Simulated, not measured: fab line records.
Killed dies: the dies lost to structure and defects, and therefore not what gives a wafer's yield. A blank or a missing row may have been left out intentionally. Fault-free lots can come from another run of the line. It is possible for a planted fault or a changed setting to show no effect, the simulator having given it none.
Chamber matching :: flow n5_finfet :: pecvd-04 running N5_BEOL_M8_DEP_56: 3 sister chambers
The step deposits SiCN from 3MS/NH3, target thk 10 nm, time 17.5 s. 6 wafers are shown with their chamber, then 10 later ones without.

== WAFERS PAIRED WITH THEIR CHAMBERS ==
wafer: L084.5
chamber: 2
throttle_valve_pct (%): 9.4
showerhead_plenum_p_Torr (Torr): 3.662

wafer: L089.3
chamber: 2
throttle_valve_pct (%): 9.3
showerhead_plenum_p_Torr (Torr): 3.656

wafer: L089.4
chamber: 1
throttle_valve_pct (%): 9.0
showerhead_plenum_p_Torr (Torr): 3.652

wafer: L089.6
chamber: 0
throttle_valve_pct (%): 9.3
showerhead_plenum_p_Torr (Torr): 3.677

wafer: L091.2
chamber: 1
throttle_valve_pct (%): 8.4
showerhead_plenum_p_Torr (Torr): 3.673

wafer: L091.3
chamber: 0
throttle_valve_pct (%): 9.2
showerhead_plenum_p_Torr (Torr): 3.673

== WAFERS WITH NO CHAMBER GIVEN ==
wafer: L091.4
throttle_valve_pct (%): 9.3
showerhead_plenum_p_Torr (Torr): 3.682

wafer: L092.2
throttle_valve_pct (%): 8.7
showerhead_plenum_p_Torr (Torr): 3.667

wafer: L092.4
throttle_valve_pct (%): 9.4
showerhead_plenum_p_Torr (Torr): 3.659

wafer: L092.5
throttle_valve_pct (%): 8.6
showerhead_plenum_p_Torr (Torr): 3.665

wafer: L093.2
throttle_valve_pct (%): 8.3
showerhead_plenum_p_Torr (Torr): 3.669

wafer: L093.3
throttle_valve_pct (%): 9.3
showerhead_plenum_p_Torr (Torr): 3.689

wafer: L093.4
throttle_valve_pct (%): 9.1
showerhead_plenum_p_Torr (Torr): 3.677

wafer: L096.2
throttle_valve_pct (%): 9.6
showerhead_plenum_p_Torr (Torr): 3.665

wafer: L096.4
throttle_valve_pct (%): 8.5
showerhead_plenum_p_Torr (Torr): 3.662

wafer: L096.6
throttle_valve_pct (%): 9.3
showerhead_plenum_p_Torr (Torr): 3.670

== THE CHAMBER EACH PASSED THROUGH ==
wafer: L091.4
from the rows above: can't be placed: 0 or 2
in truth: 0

wafer: L092.2
from the rows above: can't be placed: 1 or 0
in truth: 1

wafer: L092.4
from the rows above: can't be placed: 2 or 0
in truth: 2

wafer: L092.5
from the rows above: 1
in truth: 1

wafer: L093.2
from the rows above: 1
in truth: 1

wafer: L093.3
from the rows above: can't be placed: 0 or 2
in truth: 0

wafer: L093.4
from the rows above: can't be placed: 0 or 2 or 1
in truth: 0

wafer: L096.2
from the rows above: can't be placed: 2 or 0
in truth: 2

wafer: L096.4
from the rows above: 1
in truth: 1

wafer: L096.6
from the rows above: can't be placed: 0 or 2 or 1
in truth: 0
Placed correctly: 3 of 10. Can't be placed from these rows: 7 (the true chamber is among the candidates in 7). Wrongly placed: 0.
How it was worked out, from the rows above alone: a wafer's distance from a chamber is the root of the sum, over the readings, of the square of ((its reading less the chamber's mean) divided by the reading's scatter). If the next closest chamber is less than 2 further off than the closest, the wafer can't be placed; otherwise it belongs to the closest. For every chamber, the mean is computed from those of its wafers that are shown. The scatter is the square root of a quotient: the sum, over the shown wafers, of each reading's squared deviation from its chamber's mean, divided by wafers minus chambers.
